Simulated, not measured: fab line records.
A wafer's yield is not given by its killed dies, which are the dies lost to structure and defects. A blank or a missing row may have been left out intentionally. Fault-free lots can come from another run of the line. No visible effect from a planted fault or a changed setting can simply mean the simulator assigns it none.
The tool behind it: which one? | flow n5 finfet | 24 lots with 72 wafers sampled at 6 steps, on a route of 1938 steps

## WHAT THE GAUGES SHOWED, per wafer
The record lacks any reading of a measuring or inspecting step that a usual standard deviation could be used to judge.

## EACH LOT AND THE TOOL THAT RAN IT (in order: tool; ch and the chambers of the sampled wafers; start)
lot  | N5_BEOL_M6_DEP_56               | N5_BEOL_M7_CURE_74            | N5_BEOL_M7_HM_DEP_02         | N5_BEOL_M7_STRIP_80                           | N5_BEOL_M7_DEP_56               | N5_BEOL_M8_ILD_DEP_00
L074 | pecvd-02 ch 0,2, day 9 03:19    | uv cure-01 ch 1, day 9 03:31  | pvd sputter-02, day 9 04:21  | rie diel-01 ch 1,2,3, day 9 12:03 or earlier  | pecvd-02 ch 1,2, day 9 12:03    | pecvd-02 ch 0,2, day 9 12:11
L075 | pecvd-02 ch 0,1,2, day 9 07:58  | uv cure-02 ch 2, day 9 08:14  | pvd sputter-03, day 9 10:44  | rie diel-01 ch 0,1,2, day 9 16:10 or earlier  | pecvd-02 ch 0,1, day 9 16:10    | pecvd-01 ch 0,1, day 9 16:18
L076 | pecvd-03 ch 0, day 10 09:41     | uv cure-02 ch 1, day 10 09:53 | pvd sputter-03, day 10 12:07 | rie diel-05 ch 0,3, day 10 21:06 or earlier   | pecvd-04 ch 0,1,2, day 10 21:06 | pecvd-04 ch 0,1,2, day 10 21:14
L078 | pecvd-02 ch 2, day 10 12:49     | uv cure-01 ch 2, day 10 13:06 | pvd sputter-02, day 10 16:25 | rie diel-01 ch 0,3, day 10 20:50 or earlier   | pecvd-03 ch 0,1, day 10 20:50   | pecvd-02 ch 1,2, day 10 20:58
L081 | pecvd-01 ch 0,1,2, day 10 15:13 | uv cure-02 ch 2, day 10 15:25 | pvd sputter-01, day 10 18:50 | rie diel-01 ch 0,1,2, day 11 01:01 or earlier | pecvd-04 ch 0,1,2, day 11 01:01 | pecvd-02 ch 1,2, day 11 01:08
L079 | pecvd-01 ch 0,1,2, day 10 20:35 | uv cure-01 ch 0, day 10 20:47 | pvd sputter-01, day 10 22:26 | rie diel-03 ch 1,2,3, day 11 07:13 or earlier | pecvd-02 ch 1,2, day 11 07:13   | pecvd-04 ch 0,1, day 11 07:22
L080 | pecvd-03 ch 0,1, day 11 01:10   | uv cure-03 ch 1, day 11 01:21 | pvd sputter-03, day 11 04:20 | rie diel-03 ch 0,1, day 11 10:43 or earlier   | pecvd-04 ch 0,1,2, day 11 10:43 | pecvd-04 ch 0,1,2, day 11 10:51
L077 | pecvd-02 ch 1,2, day 11 01:28   | uv cure-03 ch 2, day 11 01:55 | pvd sputter-03, day 11 04:26 | rie diel-05 ch 0,1,2, day 11 10:36 or earlier | pecvd-04 ch 1,2, day 11 10:36   | pecvd-01 ch 1,2, day 11 10:44
L082 | pecvd-01 ch 0,1,2, day 11 06:14 | uv cure-03 ch 2, day 11 06:31 | pvd sputter-02, day 11 07:04 | rie diel-01 ch 1,2,3, day 11 11:59 or earlier | pecvd-03 ch 0,1,2, day 11 11:59 | pecvd-01 ch 0,2, day 11 12:07
L083 | pecvd-03 ch 0,1, day 11 06:31   | uv cure-03 ch 1, day 11 07:13 | pvd sputter-02, day 11 09:14 | rie diel-03 ch 0,1, day 11 17:15 or earlier   | pecvd-03 ch 0,1, day 11 17:15   | pecvd-01 ch 0,1,2, day 11 17:23
L084 | pecvd-01 ch 0,1, day 11 11:16   | uv cure-01 ch 1, day 11 12:04 | pvd sputter-01, day 11 14:28 | rie diel-03 ch 0,2, day 11 22:18 or earlier   | pecvd-03 ch 0,1,2, day 11 22:18 | pecvd-01 ch 0,2, day 11 22:26
L085 | pecvd-01 ch 0,1, day 12 00:01   | uv cure-02 ch 2, day 12 00:13 | pvd sputter-02, day 12 02:47 | rie diel-03 ch 1,2,3, day 12 08:53 or earlier | pecvd-03 ch 1,2, day 12 08:53   | pecvd-01 ch 0,1,2, day 12 09:01
L086 | pecvd-02 ch 0,1, day 12 09:57   | uv cure-01 ch 0, day 12 10:08 | pvd sputter-02, day 12 11:55 | rie diel-03 ch 0,2,3, day 12 19:02 or earlier | pecvd-04 ch 0,1,2, day 12 19:02 | pecvd-01 ch 0,1, day 12 19:10
L087 | pecvd-01 ch 1,2, day 12 10:12   | uv cure-02 ch 0, day 12 10:45 | pvd sputter-01, day 12 11:56 | rie diel-05 ch 1,2,3, day 12 19:57 or earlier | pecvd-03 ch 0,1, day 12 19:57   | pecvd-04 ch 1,2, day 12 20:06
L088 | pecvd-01 ch 1,2, day 13 00:52   | uv cure-03 ch 2, day 13 01:04 | pvd sputter-03, day 13 02:04 | rie diel-05 ch 0,1,2, day 13 07:11 or earlier | pecvd-02 ch 0,2, day 13 07:11   | pecvd-04 ch 0,2, day 13 07:19
L091 | pecvd-02 ch 0,1, day 13 05:49   | uv cure-02 ch 0, day 13 06:05 | pvd sputter-01, day 13 08:34 | rie diel-01 ch 1,3, day 13 17:22 or earlier   | pecvd-04 ch 1,2, day 13 17:22   | pecvd-02 ch 1,2, day 13 17:29
L089 | pecvd-02 ch 0,1, day 13 06:46   | uv cure-01 ch 2, day 13 06:58 | pvd sputter-01, day 13 08:40 | rie diel-05 ch 0,2, day 13 16:53 or earlier   | pecvd-04 ch 0,1, day 13 16:53   | pecvd-01 ch 0,1,2, day 13 17:01
L090 | pecvd-03 ch 0,1, day 13 17:07   | uv cure-03 ch 1, day 13 17:29 | pvd sputter-03, day 13 19:05 | rie diel-05 ch 1,2,3, day 14 01:02 or earlier | pecvd-03 ch 0,1, day 14 01:02   | pecvd-02 ch 1,2, day 14 01:10
L093 | pecvd-01 ch 0,2, day 13 17:38   | uv cure-01 ch 2, day 13 17:59 | pvd sputter-02, day 13 19:14 | rie diel-03 ch 1,2, day 14 00:14 or earlier   | pecvd-02 ch 1,2, day 14 00:14   | pecvd-02 ch 0,1, day 14 00:22
L092 | pecvd-01 ch 0,2, day 13 22:07   | uv cure-03 ch 2, day 13 22:18 | pvd sputter-01, day 13 22:56 | rie diel-03 ch 1,2,3, day 14 04:23 or earlier | pecvd-04 ch 0,1, day 14 04:23   | pecvd-01 ch 1,2, day 14 04:31
L094 | pecvd-02 ch 1,2, day 13 23:56   | uv cure-01 ch 0, day 14 00:13 | pvd sputter-02, day 14 01:29 | rie diel-03 ch 0,3, day 14 07:02 or earlier   | pecvd-02 ch 0,1,2, day 14 07:02 | pecvd-01 ch 0,2, day 14 07:10
L095 | pecvd-03 ch 1,2, day 14 21:47   | uv cure-03 ch 0, day 14 22:07 | pvd sputter-02, day 14 23:03 | rie diel-03 ch 0,1,3, day 15 10:26 or earlier | pecvd-03 ch 1,2, day 15 10:26   | pecvd-04 ch 0,1, day 15 10:34
L097 | pecvd-01 ch 0,2, day 15 03:13   | uv cure-01 ch 0, day 15 03:29 | pvd sputter-01, day 15 06:40 | rie diel-01 ch 2,3, day 15 12:45 or earlier   | pecvd-03 ch 0,1, day 15 12:45   | pecvd-02 ch 0,1,2, day 15 12:53
L096 | pecvd-02 ch 0,1,2, day 15 03:28 | uv cure-03 ch 2, day 15 03:52 | pvd sputter-01, day 15 06:53 | rie diel-05 ch 0,1, day 15 12:29 or earlier   | pecvd-03 ch 0,1,2, day 15 12:29 | pecvd-02 ch 0,1,2, day 15 12:37
- N5_BEOL_M6_DEP_56: deposits SiCN from 3MS/NH3, target thk 10 nm, time 17.5 s.
- N5_BEOL_M7_CURE_74: cures SiCOH lowk, time 240 s.
- N5_BEOL_M7_HM_DEP_02: deposits TiN, target thk 20 nm.
- N5_BEOL_M7_STRIP_80: strips in N2/H2, time 10 s.
- N5_BEOL_M7_DEP_56: deposits SiCN from 3MS/NH3, target thk 10 nm, time 17.5 s.
- N5_BEOL_M8_ILD_DEP_00: deposits SiCOH lowk from DEMS/porogen, target thk 179.75 nm, time 33.4 s.

## AS READ BY THE TOOLS THEMSELVES (means over the sampled wafers that have a number; for cases with no such wafer, the mark the record gives instead)
N5_BEOL_M6_DEP_56.
lot  | tool     | showerhead plenum p Torr (Torr) | throttle valve pct (%)
L074 | pecvd-02 | 3.669                           | 9.2
L075 | pecvd-02 | 3.663                           | 8.9
L076 | pecvd-03 | 3.703                           | 8.5
L078 | pecvd-02 | 3.660                           | 8.8
L081 | pecvd-01 | 3.665                           | 8.8
L079 | pecvd-01 | 3.663                           | 9.0
L080 | pecvd-03 | 3.688                           | 8.9
L077 | pecvd-02 | 3.668                           | 8.8
L082 | pecvd-01 | 3.663                           | 9.1
L083 | pecvd-03 | 3.674                           | 9.4
L084 | pecvd-01 | 3.661                           | 9.0
L085 | pecvd-01 | 3.664                           | 9.0
L086 | pecvd-02 | 3.666                           | 8.8
L087 | pecvd-01 | 3.672                           | 9.0
L088 | pecvd-01 | 3.666                           | 9.0
L091 | pecvd-02 | 3.676                           | 8.8
L089 | pecvd-02 | 3.676                           | 8.7
L090 | pecvd-03 | 3.677                           | 9.5
L093 | pecvd-01 | 3.667                           | 9.0
L092 | pecvd-01 | 3.665                           | 8.9
L094 | pecvd-02 | 3.669                           | 8.9
L095 | pecvd-03 | 3.667                           | 9.0
L097 | pecvd-01 | 3.677                           | 9.0
L096 | pecvd-02 | 3.664                           | 8.8

N5_BEOL_M7_CURE_74.
lot  | tool       | lamp power pct (%) | wafer_temp_C_max
L074 | uv cure-01 | 52.37              | 386.4
L075 | uv cure-02 | 52.35              | 386.0
L076 | uv cure-02 | 52.32              | 386.7
L078 | uv cure-01 | 52.36              | 386.1
L081 | uv cure-02 | 52.34              | 385.6
L079 | uv cure-01 | 52.32              | 387.3
L080 | uv cure-03 | 52.32              | 386.7
L077 | uv cure-03 | 52.36              | 387.8
L082 | uv cure-03 | 52.31              | 387.7
L083 | uv cure-03 | 52.27              | 386.6
L084 | uv cure-01 | 52.31              | 386.8
L085 | uv cure-02 | 52.37              | 385.7
L086 | uv cure-01 | 52.30              | 387.9
L087 | uv cure-02 | 52.32              | 386.4
L088 | uv cure-03 | 52.34              | 387.2
L091 | uv cure-02 | 52.36              | 386.4
L089 | uv cure-01 | 52.27              | 386.9
L090 | uv cure-03 | 52.35              | 386.7
L093 | uv cure-01 | 52.31              | 386.5
L092 | uv cure-03 | 52.29              | 387.3
L094 | uv cure-01 | 52.28              | 386.5
L095 | uv cure-03 | 52.32              | 386.4
L097 | uv cure-01 | 52.31              | 387.4
L096 | uv cure-03 | 52.32              | 387.5

N5_BEOL_M7_HM_DEP_02.
lot  | tool           | chamber pressure pa (Pa) | throttle valve pct (%)
L074 | pvd sputter-02 | 0.4991                   | 28.8
L075 | pvd sputter-03 | 0.5005                   | 30.7
L076 | pvd sputter-03 | 0.5004                   | 30.5
L078 | pvd sputter-02 | 0.4999                   | 29.0
L081 | pvd sputter-01 | 0.4996                   | 29.6
L079 | pvd sputter-01 | 0.5004                   | 29.6
L080 | pvd sputter-03 | 0.4991                   | 30.2
L077 | pvd sputter-03 | 0.4993                   | 30.8
L082 | pvd sputter-02 | 0.5003                   | 29.4
L083 | pvd sputter-02 | 0.4994                   | 29.3
L084 | pvd sputter-01 | 0.5003                   | 29.8
L085 | pvd sputter-02 | 0.5003                   | 30.0
L086 | pvd sputter-02 | 0.5008                   | 30.4
L087 | pvd sputter-01 | 0.4995                   | 29.7
L088 | pvd sputter-03 | 0.5003                   | 30.6
L091 | pvd sputter-01 | 0.5009                   | 29.9
L089 | pvd sputter-01 | 0.5006                   | 29.7
L090 | pvd sputter-03 | 0.5003                   | 30.6
L093 | pvd sputter-02 | 0.5000                   | 29.8
L092 | pvd sputter-01 | 0.4997                   | 29.9
L094 | pvd sputter-02 | 0.5003                   | 29.4
L095 | pvd sputter-02 | 0.5006                   | 30.2
L097 | pvd sputter-01 | 0.4995                   | 30.0
L096 | pvd sputter-01 | 0.5007                   | 29.8

N5_BEOL_M7_STRIP_80.
lot  | tool        | drypump motor current A (A) | oes product au (a.u.) | rf vpp V (V) | showerhead plenum p Torr (Torr) | throttle valve pct (%)
L074 | rie diel-01 | 5.6                         | 0.87                  | 59.1         | 2.50                            | 23.2
L075 | rie diel-01 | 5.4                         | 0.88                  | 58.8         | 2.46                            | 23.1
L076 | rie diel-05 | 5.3                         | 0.71                  | 58.1         | 2.50                            | 23.8
L078 | rie diel-01 | 5.9                         | 0.85                  | 59.3         | 2.53                            | 23.5
L081 | rie diel-01 | 5.4                         | 0.87                  | 58.6         | 2.46                            | 23.1
L079 | rie diel-03 | 6.3                         | 0.79                  | 59.6         | 2.58                            | 23.4
L080 | rie diel-03 | 6.4                         | 0.77                  | 59.7         | 2.53                            | 23.7
L077 | rie diel-05 | 5.3                         | 0.85                  | 57.9         | 2.49                            | 23.4
L082 | rie diel-01 | 5.5                         | 0.85                  | 58.5         | 2.49                            | 23.2
L083 | rie diel-03 | 6.3                         | 0.78                  | 59.7         | 2.55                            | 23.9
L084 | rie diel-03 | 5.9                         | 0.78                  | 59.5         | 2.56                            | 23.5
L085 | rie diel-03 | 6.3                         | 0.78                  | 59.4         | 2.58                            | 23.4
L086 | rie diel-03 | 6.1                         | 0.80                  | 59.0         | 2.60                            | 23.7
L087 | rie diel-05 | 5.6                         | 0.83                  | 58.3         | 2.55                            | 23.5
L088 | rie diel-05 | 5.4                         | 0.83                  | 59.9         | 2.48                            | 23.4
L091 | rie diel-01 | 5.8                         | 0.81                  | 59.7         | 2.52                            | 23.3
L089 | rie diel-05 | 5.1                         | 0.73                  | 58.8         | 2.43                            | 23.7
L090 | rie diel-05 | 5.6                         | 0.83                  | 59.5         | 2.54                            | 23.5
L093 | rie diel-03 | 6.3                         | 0.74                  | 59.4         | 2.52                            | 23.4
L092 | rie diel-03 | 6.3                         | 0.77                  | 59.8         | 2.57                            | 23.5
L094 | rie diel-03 | 6.4                         | 0.82                  | 59.1         | 2.64                            | 23.8
L095 | rie diel-03 | 6.4                         | 0.77                  | 58.9         | 2.58                            | 23.8
L097 | rie diel-01 | 5.5                         | 0.83                  | 58.3         | 2.47                            | 23.3
L096 | rie diel-05 | 5.4                         | 0.76                  | 59.1         | 2.47                            | 23.5

N5_BEOL_M7_DEP_56.
lot  | tool     | showerhead plenum p Torr (Torr) | throttle valve pct (%)
L074 | pecvd-02 | 3.661                           | 8.7
L075 | pecvd-02 | 3.665                           | 9.1
L076 | pecvd-04 | 3.657                           | 8.8
L078 | pecvd-03 | 3.684                           | 8.9
L081 | pecvd-04 | 3.657                           | 9.0
L079 | pecvd-02 | 3.668                           | 8.9
L080 | pecvd-04 | 3.657                           | 8.9
L077 | pecvd-04 | 3.654                           | 8.8
L082 | pecvd-03 | 3.680                           | 8.9
L083 | pecvd-03 | 3.684                           | 8.8
L084 | pecvd-03 | 3.681                           | 8.9
L085 | pecvd-03 | 3.672                           | 8.9
L086 | pecvd-04 | 3.658                           | 9.0
L087 | pecvd-03 | 3.675                           | 9.4
L088 | pecvd-02 | 3.665                           | 8.6
L091 | pecvd-04 | 3.652                           | 9.0
L089 | pecvd-04 | 3.658                           | 9.2
L090 | pecvd-03 | 3.669                           | 9.3
L093 | pecvd-02 | 3.665                           | 8.9
L092 | pecvd-04 | 3.660                           | 9.3
L094 | pecvd-02 | 3.662                           | 9.0
L095 | pecvd-03 | 3.666                           | 9.0
L097 | pecvd-03 | 3.691                           | 8.9
L096 | pecvd-03 | 3.679                           | 8.8

N5_BEOL_M8_ILD_DEP_00.
lot  | tool     | heater power w (W) | showerhead plenum p Torr (Torr) | throttle valve pct (%)
L074 | pecvd-02 | 317                | 5.732                           | 13.9
L075 | pecvd-01 | 259                | 5.733                           | 13.7
L076 | pecvd-04 | 355                | 5.729                           | 13.6
L078 | pecvd-02 | 299                | 5.743                           | 13.8
L081 | pecvd-02 | 339                | 5.733                           | 13.6
L079 | pecvd-04 | 339                | 5.731                           | 14.2
L080 | pecvd-04 | 350                | 5.727                           | 13.6
L077 | pecvd-01 | 331                | 5.747                           | 13.9
L082 | pecvd-01 | 286                | 5.744                           | 13.8
L083 | pecvd-01 | 289                | 5.745                           | 13.9
L084 | pecvd-01 | 283                | 5.747                           | 13.7
L085 | pecvd-01 | 308                | 5.740                           | 14.0
L086 | pecvd-01 | 267                | 5.736                           | 13.8
L087 | pecvd-04 | 334                | 5.726                           | 13.7
L088 | pecvd-04 | 399                | 5.724                           | 13.7
L091 | pecvd-02 | 361                | 5.735                           | 13.6
L089 | pecvd-01 | 304                | 5.745                           | 14.0
L090 | pecvd-02 | 296                | 5.746                           | 13.5
L093 | pecvd-02 | 327                | 5.741                           | 13.5
L092 | pecvd-01 | 331                | 5.749                           | 13.8
L094 | pecvd-01 | 282                | 5.750                           | 14.0
L095 | pecvd-04 | 294                | 5.729                           | 14.2
L097 | pecvd-02 | 343                | 5.734                           | 13.4
L096 | pecvd-02 | 321                | 5.734                           | 13.5

## THE ANSWER, worked out from the rows above alone
Rule: usual is defined by the lots themselves. Put in order of their means at a reading, lots are off if they are a third of the lots or fewer, leave a main group of 4 or more, and stand apart from it by a gap of 3 or more times the standard deviation of the main group's means; of several such gaps the widest counts. Not used: any main group whose means are identical at the precision the tables above print for the reading. A lot without any number at a reading at which 4 lots or more have one is off too. Where the step has rows for the other lots, those lots are counted as sound. Order of review: gauges by route order, followed by the tools' own readings, for which a lot's mean as printed above is used. The first step at which some lot is off is used, and at that step the reading that is off furthest; a lot without a number counts as furthest.
No lot is off at any reading shown: from this, nothing can be told.

## WHAT THE SIMULATOR PUT IN
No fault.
